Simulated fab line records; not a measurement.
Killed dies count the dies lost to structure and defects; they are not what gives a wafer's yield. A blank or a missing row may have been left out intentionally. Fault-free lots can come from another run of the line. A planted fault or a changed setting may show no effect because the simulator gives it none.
Struck lot and sound lot, side by side || flow nand harc || 24 out of 1302 route steps
Sound: the wafers L229.1, L229.2, L229.6. The struck wafers were L232.1, L232.5. Last of all comes the cause.
Per side, at each step with rows, come the tool, then ch with its chambers, and then its first start. Under that, the readings that differ: sound wafers || struck wafers || difference of the means || sigmas: that difference in standard deviations of wafers without a fault.
alike: a reading whose means differ by less than 2 such deviations, as well as words and numbers matching on both sides. not compared: withheld readings; readings where some wafer has no value; bounds like >300 that might hide an equal value; numbers whose values overlap and for which the record gives no deviation.
Wherever a step has rows on one side only, a row that says differs or no value, or a row with sigmas, the two part there. Numbers that have no deviation but don't overlap get no sigmas and don't part them. A reading missing from all wafers of one side parts the sides only when that side holds two or more wafers.

NHARC_P_M1_INSPECT_27:
  struck on defect inspect-02, day 8 00:10; sound on defect inspect-01, day 6 22:01
  alike: raw defect count
NHARC_P_M1_PRE_CLEAN_32: time 12 s.
  sound on pecvd-03 ch 0,1, day 6 22:13; struck on pecvd-01 ch 0,1, day 8 00:15
  alike: heater power w
NHARC_P_M1_DEP_33: deposits SiCN, target thk 30 nm.
  sound on pecvd-03 ch 0,1, day 6 22:17; struck on pecvd-01 ch 0,1, day 8 00:23
  alike: chamber pressure Torr, heater power w
then, 8 steps without rows for these wafers: NHARC_P_M2_DEP_00 (deposits SiOC, target thk 182.5 nm); NHARC_P_M2_DEHYDRATE_01 (time 120 s); NHARC_P_M2_HMDS_02 (time 30 s); NHARC_P_M2_COAT_34 (time 65 s); NHARC_P_M2_COAT_03 (resist thk 90 nm); NHARC_P_M2_SOFTBAKE_04 (time 55 s); NHARC_P_M2_EBR_05; NHARC_P_M2_EXPOSE_06 (exposes mask P M2, target cd 170 nm).
NHARC_P_M2_PEB_07: peb time 65 s.
  sound on litho track-06 ch 0, day 6 23:26; struck on litho track-06 ch 0, day 8 01:28
then, 1 step without rows for these wafers: NHARC_P_M2_DEVELOP_08 (develop time 35 s).
NHARC_P_M2_CD_MEAS_09: target cd 170 nm.
  sound on cd sem-01 ch 0, day 6 23:31; struck on cd sem-03 ch 0, day 8 01:33
{"reading": "cd nm (nm)", "sound": "171.5 171.4 170.6", "struck": "176.3 178.8", "difference": "+6.4", "sigmas": "+8"}
NHARC_P_M2_OVL_MEAS_10: pitch 340 nm.
  struck on overlay-01, day 8 01:38; sound on overlay-01, day 6 23:37
  alike: overlay x nm, overlay y nm
NHARC_P_M2_INSPECT_11:
  struck on defect inspect-02, day 8 01:41; sound on defect inspect-02, day 6 23:38
  alike: raw defect count
NHARC_P_M2_DESCUM_14: chemistry O2, time 3 s.
  sound on rie diel-05 ch 2,3, day 6 23:43; struck on rie diel-05 ch 1, day 8 01:44
{"reading": "model.P_M2.cd nm (nm)", "sound": "171.7 171.5 170.6", "struck": "176.1 177.9", "difference": "+5.7", "sigmas": ""}
  alike: drypump motor current A, oes product au, rf vpp V, showerhead plenum p Torr, throttle valve pct
  not compared: rf hours counter h
NHARC_P_M2_ETCH_35: etches the open film in N2/H2, target depth 40 nm, overetch 12 nm, time 43.94 s.
  sound on rie diel-05 ch 0,2,3, day 6 23:48; struck on rie diel-05 ch 0,3, day 8 01:50
  alike: drypump motor current A, oes product au, rf vpp V, showerhead plenum p Torr, throttle valve pct
  not compared: rf hours counter h
NHARC_P_M2_ETCH_15: etches the open film in C4F8/Ar, target depth 182.5 nm, time 91.2 s.
  sound on rie diel-05 ch 0,2,3; struck on rie diel-05 ch 0
  alike: oes product au, rf vpp V
  not compared: rf hours counter h
NHARC_P_M2_CD_MEAS_16:
  struck on cd sem-03, day 8 02:03; sound on cd sem-03, day 7 00:01
{"reading": "cd nm (nm)", "sound": "172.3 171.4 169.3", "struck": "176.7 177.5", "difference": "+6.1", "sigmas": "+6"}
NHARC_P_M2_STRIP_18: strips in N2/H2.
  sound on rie diel-10 ch 0,1,2, day 7 00:08; struck on rie diel-10 ch 1,2, day 8 02:09
  alike: drypump motor current A, oes product au, power w, rf vpp V, showerhead plenum p Torr, throttle valve pct
  not compared: rf hours counter h
NHARC_P_M2_ETCH_28: etches the open film in CF4/N2, target depth 30 nm, time 72.99 s.
  sound on rie diel-10 ch 0,2; struck on rie diel-10 ch 2
{"reading": "model.P_M2.cd nm (nm)", "sound": "171.1 172.1 169.2", "struck": "176.4 175.8", "difference": "+5.3", "sigmas": ""}
  alike: drypump motor current A, oes product au, rf vpp V, showerhead plenum p Torr, throttle valve pct
  not compared: rf hours counter h
then, 1 step without rows for these wafers: NHARC_P_M2_STRIP_19 (strips in post etch residue remover, time 600 s).
-- the record jumps here: 18 days lie between the struck wafers' starts before and after (it left off in module P_M2 and takes up again in module END, whose first step shown is number 1302 of the route) --
NHARC_END_SORT_01:
  sound on prober-01 ch 0, day 25 00:02; struck on prober-01 ch 0, day 26 04:55
  alike: defect limited yield, killed at array, killed at other, killed at periphery, killed dies, killed open, killed short

WHERE THEY PART
First at NHARC_P_M2_CD_MEAS_09; last, within this record, at NHARC_P_M2_CD_MEAS_16. Later steps at which nothing parts them and some readings are alike: NHARC_P_M2_STRIP_18, NHARC_P_M2_ETCH_28, NHARC_END_SORT_01.

WHY: whatever the simulator had introduced
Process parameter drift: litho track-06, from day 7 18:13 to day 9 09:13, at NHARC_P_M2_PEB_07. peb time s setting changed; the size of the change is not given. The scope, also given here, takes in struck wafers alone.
